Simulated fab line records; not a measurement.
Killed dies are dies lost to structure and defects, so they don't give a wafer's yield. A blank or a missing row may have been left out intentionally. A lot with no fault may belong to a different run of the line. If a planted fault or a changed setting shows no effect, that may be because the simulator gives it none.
Chamber matching ; flow nand harc ; NHARC_A_SGD_CUT_CMP_21 on cmp-02 has 4 sister chambers
The step polishes, target thk 148.19 nm. 4 wafers are shown with their chamber, then 9 later ones without.

WAFERS WITH THEIR CHAMBER
wafer;chamber;motor current A (A)
L083.3;2;10.4
L090.2;1;12.3
L090.3;3;10.9
L090.5;0;13.1

WAFERS MISSING THEIR CHAMBER
wafer;motor current A (A)
L092.2;9.8
L092.4;11.3
L092.5;13.1
L096.2;13.6
L096.4;10.0
L096.6;11.6
L096.1;11.0
L096.3;10.9
L096.5;10.2

WHICH CHAMBER EACH WENT THROUGH
wafer;from the rows above;in truth
L092.2;can't be placed: 2 or 3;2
L092.4;can't be placed: 3 or 2 or 1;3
L092.5;can't be placed: 0 or 1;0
L096.2;can't be placed: 0 or 1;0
L096.4;can't be placed: 2 or 3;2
L096.6;can't be placed: 3 or 1 or 2 or 0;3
L096.1;can't be placed: 3 or 2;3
L096.3;can't be placed: 3 or 2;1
L096.5;can't be placed: 2 or 3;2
Correctly placed: 0 of 9. From these rows, 9 cannot be placed; in 8 the true chamber is one of the candidates. 0 placed wrongly.
How it was worked out, from the rows above alone: a wafer's distance from a chamber is the root of the sum, over the readings, of the square of ((its reading less the chamber's mean) divided by the reading's scatter). The wafer belongs to the nearest chamber; if the next one is less than 2 further off, it can't be placed. For every chamber, the mean is computed from those of its wafers that are shown. The scatter: with one shown wafer a chamber, the root of the mean of the squares of how far each hidden wafer lies from its nearest shown one.
